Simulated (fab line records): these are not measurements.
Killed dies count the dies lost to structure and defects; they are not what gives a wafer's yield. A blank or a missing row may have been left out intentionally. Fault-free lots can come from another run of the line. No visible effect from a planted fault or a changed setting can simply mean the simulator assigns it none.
fab line records || flow n5Finfet
record {"lots": 5, "wafers": 15, "lastDay": 16}
route steps=1938 shown BEOL_M0_CUTY@714 BEOL_M0@715 BEOL_M1@751 PASSIVATION@1936
lots untouched by any fault: they come from a run of this same line in which no faults occurred
startH: hours from the record's first day to the start of the lot's first wafer shown || waitH: time in hours since the lot's previous step || " same as the row above || L1.1+2: a single row standing in for several wafers || - value missing, or start not given || * or withheld: withheld || < > ~ a bound
route shown NAME@n: names a module that has steps shown in the file, with the first one's number in the route || usual: mean and standard deviation over wafers with no fault || same: alike in all rows || chamber/n: place in a boat || sites: each site's reading || _std_site: standard deviation of those values || _edge_site: outer sites' mean less inner sites' || radiusMm: how far each site lies from the wafer's centre || mask NAME#n: copy n || behind: the tool/chamber that last shaped the wafer || hold: cause of the lot's hold/its duration in hours/its outcome || device: the n, p or np transistor that did not switch || end of line: the route-end tests of the same wafers || for a step that has no rows: nothing shown but its recipe || killed: at the first sort, the dies lost to defects and structure; wafer yield is something else || map: dies across one wafer; x = killed, . = not, _ = none there
set.NAME: the run value of the setting; set.NAME@STEP: its run value at that earlier step || model.NAME: the simulator's own value behind a step, which no gauge read
a table for each step, a row for each wafer; lots at some steps of the route
services: a tool's chamber out of use, with start hour (startH, from the record's first day; less than 0 if before it), hours out, and reason
## steps
# step N5_BEOL_M0_CUTY_STRIP_64
# recipe {"chemistry": "N2/H2", "tempC": 40, "n2FlowSccm": 200, "h2FlowSccm": 200, "rfFrequencyHz": 6e+07}
# step N5_BEOL_M0_ETCH_138
# recipe {"chemistry": "CH3F/O2", "targetDepthA": 120, "target": "SiCN", "timeS": 31.6, "ionEnergyEv": 120, "pressureMtorr": 30, "sourceW": 395, "biasW": 75, "Ar_flow_sccm": 150, "CH3F_flow_sccm": 30, "O2_flow_sccm": 20, "ends": "cleared"}
# step N5_BEOL_M0_HM_OPEN_105
# recipe {"chemistry": "Cl2/BCl3", "targetDepthA": 120, "target": "TiN", "ionEnergyEv": 150, "pressureMtorr": 10, "icpW": 1000, "biasW": 126, "Cl2_flow_sccm": 53.25, "bcl3FlowSccm": 21.75, "Ar_flow_sccm": 25}
# step N5_BEOL_M0_STRIP_140
# recipe {"chemistry": "CF4", "resist": "SiARC", "powerW": 300, "biasPowerW": 75, "pressureMtorr": 50, "cf4FlowSccm": 150, "rfFrequencyHz": 6e+07}
# step N5_BEOL_M0_STRIP_104
# recipe {"chemistry": "N2/H2", "powerW": 450, "tempC": 40, "pressureMtorr": 20, "rfFrequencyHz": 6e+07, "overashFraction": 0.3, "biasPowerW": 7, "h2Frac": 0.5, "n2FlowSccm": 200, "h2FlowSccm": 200}
# step N5_BEOL_M0_WET_ETCH_106
# recipe {"chemistry": "DHF", "dilution": "10:1", "tempC": 25, "target": "SiO2", "targetDepthA": 1300, "dry": "ipaMarangoni", "rinseTimeS": 30, "rinseTempC": 23}
# step N5_BEOL_M0_ETCH_128
# recipe {"chemistry": "CF4/N2", "targetDepthA": 120, "overetchA": 51, "target": "SiCN", "timeS": 21.4, "ionEnergyEv": 150, "pressureMtorr": 40, "sourceW": 430, "biasW": 70, "Ar_flow_sccm": 100, "cf4FlowSccm": 60, "n2FlowSccm": 60}
# step N5_BEOL_M0_TRENCH_ETCH_107
# recipe {"chemistry": "C4F6/O2", "targetDepthA": 328, "target": "SiOC", "timeS": 16.4, "ionEnergyEv": 250, "pressureMtorr": 30, "sourceW": 355, "biasW": 185, "Ar_flow_sccm": 300, "C4F6_flow_sccm": 10, "O2_flow_sccm": 10}
# step N5_BEOL_M0_STRIP_142
# recipe {"chemistry": "N2/H2", "timeS": 10, "powerW": 450, "tempC": 40, "pressureMtorr": 20, "rfFrequencyHz": 6e+07, "biasPowerW": 7, "n2FlowSccm": 200, "h2FlowSccm": 200}
# step N5_BEOL_M0_HM_STRIP_129
# recipe {"chemistry": "peroxideTinStrip", "material": "TiN", "targetDepthA": 170, "tempC": 50, "timeS": 108}
# step N5_BEOL_M0_SRD_130
# recipe {"timeS": 30, "tempC": 23, "rinseLiquid": "diw", "dry": "ipaMarangoni"}
# step N5_BEOL_M0_ETCH_109
# recipe {"chemistry": "CH3F/O2", "targetDepthA": 80, "overetchA": 24, "target": "SiCN", "timeS": 27.4, "ionEnergyEv": 120, "pressureMtorr": 30, "sourceW": 395, "biasW": 75, "Ar_flow_sccm": 150, "CH3F_flow_sccm": 30, "O2_flow_sccm": 20}
# usual {"drypumpMotorCurrentA": "5.8/0.35", "oesProductAu": "0.68/0.071", "rfVppV": "297.6/1.5", "showerheadPlenumPTorr": "2.01/0.073", "throttleValvePct": "16.38/0.2"}
{"lot.wafer": "L585.2", "tool": "rieDiel-01", "chamber": 0, "startH": 137.62, "waitH": 0.1, "drypumpMotorCurrentA": 6.2, "oesProductAu": 0.69, "rfHoursCounterH": 102, "rfVppV": 296.8, "showerheadPlenumPTorr": 2.03, "throttleValvePct": 16.45}
{"lot.wafer": "L585.4", "tool": "rieDiel-01", "chamber": 1, "startH": 137.62, "waitH": 0.1, "drypumpMotorCurrentA": 5.9, "oesProductAu": 0.69, "rfHoursCounterH": "-", "rfVppV": 300.6, "showerheadPlenumPTorr": 2.10, "throttleValvePct": 16.13}
{"lot.wafer": "L585.6", "tool": "rieDiel-01", "chamber": 3, "startH": 137.62, "waitH": 0.1, "drypumpMotorCurrentA": 5.1, "oesProductAu": 0.56, "rfHoursCounterH": "-", "rfVppV": 294.5, "showerheadPlenumPTorr": 1.88, "throttleValvePct": 16.50}
{"lot.wafer": "L586.1", "tool": "rieDiel-01", "chamber": 3, "startH": 149.76, "waitH": 0.6, "drypumpMotorCurrentA": 5.1, "oesProductAu": 0.56, "rfHoursCounterH": 251, "rfVppV": 295.5, "showerheadPlenumPTorr": 1.88, "throttleValvePct": 16.51}
{"lot.wafer": "L586.3", "tool": "rieDiel-01", "chamber": 1, "startH": 149.76, "waitH": 0.6, "drypumpMotorCurrentA": 5.9, "oesProductAu": 0.68, "rfHoursCounterH": 93, "rfVppV": 299.4, "showerheadPlenumPTorr": 2.10, "throttleValvePct": 16.13}
{"lot.wafer": "L586.6", "tool": "rieDiel-01", "chamber": 0, "startH": 149.76, "waitH": 0.6, "drypumpMotorCurrentA": 6.2, "oesProductAu": 0.68, "rfHoursCounterH": "-", "rfVppV": 297.7, "showerheadPlenumPTorr": 2.03, "throttleValvePct": 16.46}
{"lot.wafer": "L587.1", "tool": "rieDiel-01", "chamber": 3, "startH": 150.24, "waitH": 0.0, "drypumpMotorCurrentA": 5.1, "oesProductAu": 0.55, "rfHoursCounterH": 252, "rfVppV": 294.5, "showerheadPlenumPTorr": 1.88, "throttleValvePct": 16.52}
{"lot.wafer": "L587.2", "tool": "rieDiel-01", "chamber": 1, "startH": 150.24, "waitH": 0.0, "drypumpMotorCurrentA": 5.9, "oesProductAu": 0.68, "rfHoursCounterH": 93, "rfVppV": 299.1, "showerheadPlenumPTorr": 2.10, "throttleValvePct": 16.14}
{"lot.wafer": "L587.5", "tool": "rieDiel-01", "chamber": 0, "startH": 150.24, "waitH": 0.0, "drypumpMotorCurrentA": 6.2, "oesProductAu": 0.67, "rfHoursCounterH": "-", "rfVppV": 297.1, "showerheadPlenumPTorr": 2.03, "throttleValvePct": 16.46}
{"lot.wafer": "L588.3", "tool": "rieDiel-01", "chamber": 0, "startH": 155.15, "waitH": 2.1, "drypumpMotorCurrentA": 6.2, "oesProductAu": 0.68, "rfHoursCounterH": 111, "rfVppV": 299.4, "showerheadPlenumPTorr": 2.03, "throttleValvePct": 16.48}
{"lot.wafer": "L588.4", "tool": "rieDiel-01", "chamber": 1, "startH": 155.15, "waitH": 2.1, "drypumpMotorCurrentA": 5.9, "oesProductAu": 0.68, "rfHoursCounterH": "-", "rfVppV": 299.6, "showerheadPlenumPTorr": 2.10, "throttleValvePct": 16.14}
{"lot.wafer": "L588.5", "tool": "rieDiel-01", "chamber": 2, "startH": 155.15, "waitH": 2.1, "drypumpMotorCurrentA": 6.1, "oesProductAu": 0.85, "rfHoursCounterH": "-", "rfVppV": 297.2, "showerheadPlenumPTorr": 2.07, "throttleValvePct": 16.31}
{"lot.wafer": "L594.3", "tool": "rieDiel-05", "chamber": 2, "startH": 200.35, "waitH": 0.0, "drypumpMotorCurrentA": 5.9, "oesProductAu": 0.77, "rfHoursCounterH": 24, "rfVppV": 296.3, "showerheadPlenumPTorr": 1.96, "throttleValvePct": 16.49}
{"lot.wafer": "L594.4", "tool": "rieDiel-05", "chamber": 3, "startH": 200.35, "waitH": 0.0, "drypumpMotorCurrentA": 5.3, "oesProductAu": 0.80, "rfHoursCounterH": 14, "rfVppV": 296.0, "showerheadPlenumPTorr": 1.95, "throttleValvePct": 16.42}
{"lot.wafer": "L594.6", "tool": "rieDiel-05", "chamber": 1, "startH": 200.35, "waitH": 0.0, "drypumpMotorCurrentA": 5.8, "oesProductAu": 0.75, "rfHoursCounterH": "-", "rfVppV": 298.7, "showerheadPlenumPTorr": 2.05, "throttleValvePct": 16.08}
# step N5_BEOL_M0_STRIP_139
# recipe {"chemistry": "postEtchResidueRemover", "timeS": 60, "tempC": 25, "removerPh": "withheld", "removerWaterWtPct": "withheld", "removerFluorideWtPct": "withheld"}
# step N5_BEOL_M0_SRD_111
# recipe {"timeS": 30, "tempC": 23, "rinseLiquid": "diw", "dry": "ipaMarangoni"}
# step N5_BEOL_M0_DEGAS_112
# recipe {"ambient": "vacuum", "tempC": 250, "timeS": 60}
# step N5_BEOL_M0_PRE_CLEAN_113
# recipe {"gas": "H2/He", "timeS": 30, "tempC": 250}
# step N5_BEOL_M0_ALD_136
# recipe {"material": "TaN", "targetThkA": "*", "tempC": 275, "aldPrecursorFamily": "PDMAT", "aldCoReactant": "NH3", "pressureTorr": 3, "carrierFlowSccm": 1500, "pulseTimeS": 2, "purgeTimeS": 3, "coReactantPurgeTimeS": 2, "coReactantPulseTimeS": 3, "aldCycles": 30, "precursorVesselTempC": 75, "precursorVesselPressureTorr": 26.25, "precursorVesselCarrierSccm": 1000}
# step N5_BEOL_M0_SURFACE_TREAT_137
# recipe {"gas": "Ar", "timeS": "*", "ionEnergyEv": "*", "ionCurrentMaCm2": 0.5, "pressureMtorr": "*", "arFlowSccm": 30}
# step N5_BEOL_M0_CVD_115
# recipe {"material": "Co", "targetThkA": "*", "tempC": "withheld", "precursor": "CCTBA/H2", "pressureTorr": 30, "timeS": 120}
# step N5_BEOL_M0_SPUTTER_116
# recipe {"material": "Cu", "targetThkA": 40, "tempC": -20, "chamberPressurePa": 0.07, "powerW": "withheld", "timeS": 7.37}
# step N5_BEOL_M0_ANNEAL_117
# recipe {"tempC": 400, "timeS": 60, "ambient": "vacuum"}
# step N5_BEOL_M0_SPUTTER_132
# recipe {"material": "Cu", "targetThkA": 40, "tempC": -20, "chamberPressurePa": 0.07, "powerW": "withheld", "timeS": 7.37}
# step N5_BEOL_M0_ANNEAL_133
# recipe {"tempC": 400, "timeS": 60, "ambient": "vacuum"}
# step N5_BEOL_M0_SPUTTER_134
# recipe {"material": "Cu", "targetThkA": 40, "tempC": -20, "chamberPressurePa": 0.07, "powerW": "withheld", "timeS": 7.37}
# step N5_BEOL_M0_ANNEAL_135
# recipe {"tempC": 400, "timeS": 60, "ambient": "vacuum"}
# step N5_BEOL_M0_SPUTTER_141
# recipe {"material": "Cu", "targetThkA": 40, "tempC": -20, "chamberPressurePa": 0.07, "powerW": "withheld", "timeS": 7.37}
# step N5_BEOL_M0_ECD_118
# recipe {"material": "Cu", "targetThkA": 3000}
# step N5_BEOL_M0_ANNEAL_119
# recipe {"tempC": 225, "timeS": 90, "ambient": "N2"}
# step N5_BEOL_M0_CMP_120
# recipe {"stopOn": "SiOC", "tOverpolishS": 6.9, "downForcePsi": 1, "platenRpm": 50, "clearingPlatenDownForcePsi": 1.5, "clearingPlatenRpm": 50, "postCmpClean": "cuAlkaline", "clearingPlatenPadVelocityMS": 0.99484, "padVelocityMS": 0.99484}
# step N5_BEOL_M0_PRE_CLEAN_131
# recipe {"gas": "NH3/H2", "timeS": 15, "tempC": "*", "rfPowerW": 300}
# step N5_BEOL_M0_CO_CAP_123
# recipe {"material": "Co", "targetThkA": 20, "tempC": 200, "precursor": "CCTBA/H2", "pressureTorr": 30, "timeS": 102.1}
# step N5_BEOL_M0_PRE_CLEAN_124
# recipe {"gas": "NH3", "timeS": 15, "tempC": "withheld", "rfPowerW": 300}
# step N5_BEOL_M0_DEP_125
# recipe {"material": "SiCN", "targetThkA": 80, "tempC": "withheld", "precursor": "3MS/NH3", "pressureTorr": 3, "rfW": 202, "timeS": 14}
# step N5_BEOL_M1_ILD_DEP_00
# recipe {"material": "SiOC", "targetThkA": 790, "tempC": 350, "precursor": "DEMS/O2", "pressureTorr": 5, "rfW": 500, "timeS": 15.3}
# step N5_BEOL_M1_PECVD_72
# recipe {"material": "SiO2", "targetThkA": 160, "tempC": 400, "precursor": "TEOS/O2", "pressureTorr": 5.5, "rfW": 450, "teosFlowSccm": 53.8, "gas": "O2", "flowSccm": 3000, "timeS": 18}
# step N5_BEOL_M1_HM_DEP_02
# recipe {"material": "TiN", "targetThkA": 200, "tempC": 25, "chamberPressurePa": 0.49996}
# step N5_BEOL_M1_COAT_61
# recipe {"resist": "SOC", "tempC": 250, "timeS": 60, "spinRpm": 1500, "resistThkNm": 60}
# step N5_PASSIVATION_PROBE_49
# usual {"defectLimitedYield": "90.5/1.7", "killed_at_M0_to_M3": "37/12", "killed_at_M4_up": "14/5.2", "killedAtContacts": "12/5.9", "killedAtFrontEnd": "45/14", "killedAtOther": "3.5/2.8", "killedDies": "112/21", "killedOnRim": "15/4.5", "killedOpen": "73/15", "killedShort": "36/8.9", "sort_bin_5_function": "5.6/1.2", "sort_bin_6_memory": "3.5/0.68", "sortNPass": "1068/21", "sortYieldPct": "90.5/1.8"}
# same {"grossDies": 1180, "killedAtBackSide": 0, "sort_bin_4_leakage[%]": 0, "sort_bin_8_speed[%]": 0}
{"lot.wafer": "L587.5", "tool": "prober-02", "chamber": "-", "startH": 319.83, "waitH": 0.2, "defectLimitedYield[%]": 84.4, "killed_at_M0_to_M3": 109, "killed_at_M4_up": 8, "killedAtContacts": 10, "killedAtFrontEnd": 56, "killedAtOther": 1, "killedDies": 184, "killedOnRim": 34, "killedOpen": 79, "killedShort": 36, "sort_bin_5_function[%]": 9.3, "sort_bin_6_memory[%]": 4.0, "sortNPass": 996, "sortYieldPct[%]": 84.4}
{"lot.wafer": "L586.6", "tool": "prober-01", "chamber": "-", "startH": 322.37, "waitH": 0.3, "defectLimitedYield[%]": 86.0, "killed_at_M0_to_M3": 94, "killed_at_M4_up": 22, "killedAtContacts": 6, "killedAtFrontEnd": 40, "killedAtOther": 3, "killedDies": 165, "killedOnRim": 25, "killedOpen": 61, "killedShort": 28, "sort_bin_5_function[%]": 7.3, "sort_bin_6_memory[%]": 3.4, "sortNPass": 1015, "sortYieldPct[%]": 86.0}
{"lot.wafer": "L588.3", "tool": "prober-02", "chamber": "-", "startH": 324.37, "waitH": 0.1, "defectLimitedYield[%]": 85.5, "killed_at_M0_to_M3": 116, "killed_at_M4_up": 14, "killedAtContacts": 11, "killedAtFrontEnd": 27, "killedAtOther": 3, "killedDies": 171, "killedOnRim": 25, "killedOpen": 67, "killedShort": 36, "sort_bin_5_function[%]": 7.4, "sort_bin_6_memory[%]": 4.4, "sortNPass": 1009, "sortYieldPct[%]": 85.5}
# killed by level:class
L587.5 BEOL_M0:unspecified=66 STI_FIN_REVEAL:geometricParticle:open=22 BEOL_M0_SAQP:geometricParticle:short=17 FIN_SAQP:geometricParticle:open=12 BEOL_M0_SAQP:geometricParticle:open=12 FIN_SAQP:geometricParticle:short=10 MOL_CONTACT_COAG:geometricParticle:open=10 BEOL_M2:geometricParticle:open=8
L586.6 BEOL_M0:unspecified=68 BEOL_M4:geometricParticle:open=10 BEOL_M2:geometricParticle:open=9 FIN_SAQP:geometricParticle:short=7 FIN_SAQP:geometricParticle:open=6 BEOL_M0_SAQP:geometricParticle:open=6 STI_FIN_REVEAL:geometricParticle:open=5 MOL_CONTACT_COAG:geometricParticle:open=5
L588.3 BEOL_M0:unspecified=67 BEOL_M3:geometricParticle:open=16 BEOL_M0_SAQP:geometricParticle:short=14 MOL_CONTACT_COAG:geometricParticle:open=9 FIN_SAQP:geometricParticle:open=5 BEOL_M0_SAQP:geometricParticle:open=5 BEOL_M4:geometricParticle:open=5 BEOL_M2:geometricParticle:open=4
# map L586.6 (x killed, . not)
_________________x..x........________________
______________.....x.........x.._____________
___________................x.......__________
__________............x.....x......._________
________...........x...........xx....._______
_______.......x..x.......xx............______
______..x......x...x.......x....x...xx.._____
_____..x...........x....x......x...x.....____
____.........x.......x....................___
___...............x...x....................__
___....x...............................x...__
__.x............x.......x..xx.x......x..x..._
__....................................xxx..._
_..........x.......x........x.........x.x....
_x...x..x....x...........x......x...x....x...
_............x...........xx.......x........xx
_..........x.x...x..............x.........x.x
_........x.........xx.....x.x........x.x.xxxx
_.x...................................xxxxxxx
_.......x......x.....x...x..........x.xxxxxxx
_.........................x..........xxxxxxxx
__.......x..............x.......x...xxxxxxxx_
__.........x........................xxxxxxxx_
___.....x.............x...........x.xxxxxxx__
___..........................x........xxxxx__
____......x.....xx...................xx.xx___
_____x...................x...x.......xxxx____
______.....x..........................x._____
_______.....x..........................______
________x............................._______
__________..........x.x........x...._________
___________........................__________
______________.................._____________
_________________............________________
# map L587.5 (x killed, . not)
_________________x...........________________
______________.........x...x...._____________
___________.x.....................x__________
__________......x.............x....._________
________............xx.........x...x.x_______
_______..x...........x...x.....x......x______
______x................x................_____
_____.x....................x..x.......x..____
____................x.................x.x.___
___...x................x...................__
___........................x......x....x..x__
__x......x...x...................x.........._
__x..........x..x........xx.......x....x...._
_.............x............xx............x...
_..x...........x...xx.x.......x..x......x....
_.x...xx.x.......x.....x...........x.......x.
_..x...x...........x........x..x..x......x..x
_.x.....x...........x....................xxxx
_.....x..x.....x..x....x..x..x.x......xxxxxxx
_......................x.......x...x.x.xxxxxx
_.....x...................x.x.........xxxxxxx
__......x...............x....x......xxxxxxxx_
__..x......x........................xxxxxxxx_
___........xx..............xx........xxxxxx__
___x.....xx..x...x...x................xxxxx__
____................................xxxxxx___
_____.....x........x..x........x......xxx____
______........x.....................x.xx_____
_______.....x.............x............______
________.....x.............x.........x_______
__________...................x......_________
___________...x...x..x.............__________
______________.......x....x....._____________
_________________......x.....________________
## services
{"tool": "rieDiel-01", "chamber": 2, "startH": 134.57, "hours": "-", "kind": "clean"}
{"tool": "rieDiel-01", "chamber": 2, "startH": 134.57, "hours": "-", "kind": "consumableReplace:esc"}
{"tool": "rieDiel-01", "chamber": 2, "startH": 134.57, "hours": "-", "kind": "consumableReplace:focusRing"}
{"tool": "rieDiel-01", "chamber": 2, "startH": 134.57, "hours": 18.7, "kind": "scheduledDown"}
{"tool": "rieDiel-01", "chamber": 2, "startH": 134.57, "hours": 18.7, "kind": "ventCycle"}
{"tool": "rieDiel-01", "chamber": "-", "startH": 141.22, "hours": 1.0, "kind": "repair"}
{"tool": "rieDiel-05", "chamber": "-", "startH": 143.37, "hours": 14.6, "kind": "pm"}
{"tool": "rieDiel-01", "chamber": 3, "startH": 153.44, "hours": "-", "kind": "clean"}
{"tool": "rieDiel-01", "chamber": 3, "startH": 153.44, "hours": "-", "kind": "consumableReplace:focusRing"}
{"tool": "rieDiel-01", "chamber": 3, "startH": 153.44, "hours": "-", "kind": "consumableReplace:showerhead"}
{"tool": "rieDiel-01", "chamber": 3, "startH": 153.44, "hours": 27.5, "kind": "scheduledDown"}
{"tool": "rieDiel-01", "chamber": 3, "startH": 153.44, "hours": 27.5, "kind": "ventCycle"}
{"tool": "rieDiel-05", "chamber": "-", "startH": 180.40, "hours": 15.6, "kind": "pm"}
## key
firstSign {"step": "N5_PASSIVATION_PROBE_49", "reading": "killed_at_M0_to_M3", "direction": "up", "sigmas": 5.7, "usual": 37, "struck": 106}
effect {"step": "N5_PASSIVATION_PROBE_49", "reading": "killedDies", "direction": "up", "sigmas": 3, "usual": 112, "struck": 173}
moreKillsBornAt {"N5_BEOL_M0_ETCH_109@rieDiel-01": 201}
metAt N5_BEOL_M0_ETCH_109
struckWafers L586.6,L587.5,L588.3
onsetBetween 137.62 149.76
fault {"kind": "chamberParticleSource", "tool": "rieDiel-01", "chamber": 0, "onsetH": 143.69, "steps": "N5_BEOL_M0_ETCH_109", "ratePerVisitCm2": 1.4628, "endH": 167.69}
